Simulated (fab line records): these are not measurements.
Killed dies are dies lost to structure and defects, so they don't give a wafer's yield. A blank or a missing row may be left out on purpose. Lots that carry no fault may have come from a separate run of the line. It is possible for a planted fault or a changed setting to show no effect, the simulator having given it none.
What tool caused it?	flow nandHarc	36 wafers from 12 lots sampled at 5 of the route's 1302 steps

WHAT EACH GAUGE READ, for each wafer
NHARC_A_ONON_D1_INSPECT_32. Usual: rawDefectCount at 70, with a standard deviation of 28.
lot	measured	on	rawDefectCount	flag
L323	day 8 11:52	defectInspect-02	58 38 71	
L325	day 9 02:18	defectInspect-01	51 104 50	
L326	day 9 11:58	defectInspect-01	72 105 68	
L329	day 11 02:29	defectInspect-02	66 47 53	
L332	day 12 06:38	defectInspect-01	64 56 51	
L337	day 14 10:35	defectInspect-01	85 57 42	
L338	day 15 06:32	defectInspect-02	78 81 71	
L340	day 15 06:49	defectInspect-02	104 106 91	
L342	day 16 17:49	defectInspect-02	50 48 43	
L344	day 17 02:10	defectInspect-02	102 95 94	
L345	day 17 11:24	defectInspect-01	78 69 60	
L346	day 18 04:08	defectInspect-02	54 70 59	

NHARC_A_CHANNEL_HOLE_D1_CD_MEAS_30. Usual: cdNm at 90.3 nm, with a standard deviation of 1.4.
lot	measured	on	cdNm (nm)	flag
L323	day 8 22:20	cdSem-01	89.7 90.0 89.9	
L325	day 9 12:56	cdSem-02	91.1 92.0 91.7	
L326	day 10 01:48	cdSem-03	88.8 89.9 90.6	
L329	day 11 12:15	cdSem-02	90.8 92.1 89.9	
L332	day 12 17:28	cdSem-02	89.9 87.9 88.2	
L337	day 14 23:07	cdSem-03	0.9 1.2 1.3 1.0 1.0 1.5	OFF
L338	day 15 16:30	cdSem-03	0.1 -0.2 0.2 0.0 -0.2 0.1	OFF
L340	day 15 20:24	cdSem-01	87.9 86.9 88.3	
L342	day 17 08:16	cdSem-01	92.3 90.7 89.6	
L344	day 17 16:31	cdSem-01	93.6 90.2 92.9	
L345	day 17 20:59	cdSem-03	90.5 88.4 91.6	
L346	day 18 16:03	cdSem-01	87.3 90.0 90.5	

WHICH TOOL RAN EACH LOT (tool, then ch and the chambers of the sampled wafers, then the start)
lot	NHARC_A_CHANNEL_HOLE_D1_DEP_01	NHARC_A_CHANNEL_HOLE_D1_DESCUM_15	NHARC_A_CHANNEL_HOLE_D1_ETCH_21
L323	pecvd-01 ch 0,1, day 8 14:52	rieDiel-02 ch 1,2,3, day 8 15:38	harEtch-01 ch 0,1, day 8 17:14
L325	pecvd-01 ch 0,1,2, day 9 05:27	rieDiel-02 ch 0,1,2, day 9 06:14	harEtch-02 ch 0,1, day 9 07:50
L326	pecvd-03 ch 0,1, day 9 16:14	rieDiel-02 ch 1,2, day 9 16:59	harEtch-02 ch 0, day 9 20:34
L329	pecvd-01 ch 0,1,2, day 11 04:27	rieDiel-02 ch 2,3, day 11 05:14	harEtch-01 ch 0,1, day 11 07:18
L332	pecvd-03 ch 0,1,2, day 12 08:37	rieDiel-02 ch 0,1,3, day 12 09:31	harEtch-01 ch 0,1, day 12 12:25
L337	pecvd-01 ch 0,2, day 14 15:32	rieDiel-02 ch 0,1,3, day 14 16:25	harEtch-01 ch 0,1, day 14 18:04
L338	pecvd-03 ch 0,2, day 15 08:40	rieDiel-02 ch 0,1,3, day 15 09:34	harEtch-02 ch 0,1, day 15 11:18
L340	pecvd-02 ch 1,2, day 15 09:49	rieDiel-02 ch 0,1,3, day 15 10:44	harEtch-02 ch 0,1, day 15 15:18
L342	pecvd-03 ch 1,2, day 17 00:29	rieDiel-11 ch 0,1,3, day 17 01:25	harEtch-01 ch 1, day 17 03:03
L344	pecvd-03 ch 0,1,2, day 17 05:31	rieDiel-02 ch 1,2,3, day 17 06:25	harEtch-01 ch 0,1, day 17 11:23
L345	pecvd-03 ch 0,2, day 17 13:27	rieDiel-11 ch 0,1,3, day 17 14:19	harEtch-01 ch 0,1, day 17 15:54
L346	pecvd-03 ch 0,1, day 18 06:33	rieDiel-02 ch 0,1,2, day 18 07:20	harEtch-01 ch 0,1, day 18 10:56
- NHARC_A_CHANNEL_HOLE_D1_DEP_01: deposits SiON, target thk 140 nm.
- NHARC_A_CHANNEL_HOLE_D1_DESCUM_15: chemistry O2, time 3 s.
- NHARC_A_CHANNEL_HOLE_D1_ETCH_21: etches the open film in C4F8/O2/Ar, time 514.3 s, target depth 1600 nm.

WHAT THE TOOLS THEMSELVES READ (means of the sampled wafers that have a number; where no wafer has one, the mark that the record gives instead)
NHARC_A_CHANNEL_HOLE_D1_DEP_01. Usual: heaterPowerW 708 W, standard deviation 76; showerheadVppV 1128 V, standard deviation 49.
lot	tool	heaterPowerW (W)	showerheadVppV (V)	flag
L323	pecvd-01	852	1066	
L325	pecvd-01	735	1058	
L326	pecvd-03	641	1143	
L329	pecvd-01	756	1081	
L332	pecvd-03	711	1161	
L337	pecvd-01	728	1048	
L338	pecvd-03	655	1148	
L340	pecvd-02	727	1157	
L342	pecvd-03	641	1177	
L344	pecvd-03	719	1154	
L345	pecvd-03	618	1149	
L346	pecvd-03	702	1164	

NHARC_A_CHANNEL_HOLE_D1_DESCUM_15. Usual: drypumpMotorCurrentA 5.8 A, standard deviation 0.37; oesProductAu 1.000 a.u., standard deviation 0.0089; rfVppV 57.6 V, standard deviation 0.92; showerheadPlenumPTorr 1.90 Torr, standard deviation 0.09; throttleValvePct 11.311 %, standard deviation 0.0096.
lot	tool	drypumpMotorCurrentA (A)	oesProductAu (a.u.)	rfVppV (V)	showerheadPlenumPTorr (Torr)	throttleValvePct (%)	flag
L323	rieDiel-02	5.5	0.999	57.8	1.95	11.302	
L325	rieDiel-02	5.7	0.988	57.6	1.87	11.307	
L326	rieDiel-02	5.5	0.993	57.5	1.88	11.314	
L329	rieDiel-02	5.5	1.003	57.8	1.91	11.309	
L332	rieDiel-02	5.7	1.002	58.2	1.93	11.316	
L337	rieDiel-02	5.7	0.997	57.5	1.93	11.303	
L338	rieDiel-02	5.7	1.004	57.8	1.93	11.320	
L340	rieDiel-02	5.7	0.996	58.9	1.93	11.309	
L342	rieDiel-11	6.2	0.994	56.7	1.87	11.311	
L344	rieDiel-02	5.5	1.006	58.0	1.95	11.302	
L345	rieDiel-11	6.2	0.994	57.5	1.86	11.307	
L346	rieDiel-02	5.7	1.004	57.9	1.87	11.314	

NHARC_A_CHANNEL_HOLE_D1_ETCH_21. Usual: c4f8FlowSccm 89.28 sccm, standard deviation 0.29; chamberPressureMTorr 20.000 mTorr, standard deviation 0.018; drypumpMotorCurrentA 6.0 A, standard deviation 0.33; heBacksideLeakSccm 6.2 sccm, standard deviation 0.46; showerheadPlenumPTorr 3.66 Torr, standard deviation 0.12; throttleValvePct 32.154 %, standard deviation 0.0093.
lot	tool	c4f8FlowSccm (sccm)	chamberPressureMTorr (mTorr)	drypumpMotorCurrentA (A)	heBacksideLeakSccm (sccm)	showerheadPlenumPTorr (Torr)	throttleValvePct (%)	flag
L323	harEtch-01	89.16	19.985	5.9	5.9	3.73	32.155	
L325	harEtch-02	88.91	19.998	6.3	6.1	3.52	32.161	
L326	harEtch-02	89.20	19.994	6.6	6.1	3.57	32.150	
L329	harEtch-01	89.63	20.002	5.8	6.1	3.72	32.145	
L332	harEtch-01	89.51	19.984	5.8	6.3	3.71	32.157	
L337	harEtch-01	-	-	-	-	-	-	OFF
L338	harEtch-02	-	-	-	-	-	-	OFF
L340	harEtch-02	89.32	20.022	6.0	6.8	3.78	32.148	
L342	harEtch-01	89.30	19.994	5.8	6.1	3.67	32.150	
L344	harEtch-01	89.16	20.006	5.8	6.4	3.67	32.155	
L345	harEtch-01	89.23	20.006	5.8	6.5	3.67	32.152	
L346	harEtch-01	89.48	19.999	5.8	6.5	3.66	32.159	

THE ANSWER, worked out from the rows above alone
Rule: take the mean of a lot's wafers that have a number; if it is more than 3 standard deviations from the usual mean, the lot is off. A lot without any number at a reading at which 4 lots or more have one is off too. The other lots that the step has rows for count as sound. After the gauges, taken in route order, come the tools' own readings; for these a lot's mean is taken, as printed above. The first step at which some lot is off is used, and at that step the reading that is off furthest; a lot without a number counts as furthest.
Off, at NHARC_A_CHANNEL_HOLE_D1_CD_MEAS_30 on cdNm: L337, L338.
If a tool, at a process step before that reading, ran all the lots that are off and no sound lot after the first of them, it fits. The gauges at NHARC_A_CHANNEL_HOLE_D1_CD_MEAS_30 aren't tried: what is off there is off at NHARC_A_CHANNEL_HOLE_D1_ETCH_21 too, on other tools, and a gauge's error can't cause that. None of those tried fits.

WHAT WAS PUT IN BY THE SIMULATOR
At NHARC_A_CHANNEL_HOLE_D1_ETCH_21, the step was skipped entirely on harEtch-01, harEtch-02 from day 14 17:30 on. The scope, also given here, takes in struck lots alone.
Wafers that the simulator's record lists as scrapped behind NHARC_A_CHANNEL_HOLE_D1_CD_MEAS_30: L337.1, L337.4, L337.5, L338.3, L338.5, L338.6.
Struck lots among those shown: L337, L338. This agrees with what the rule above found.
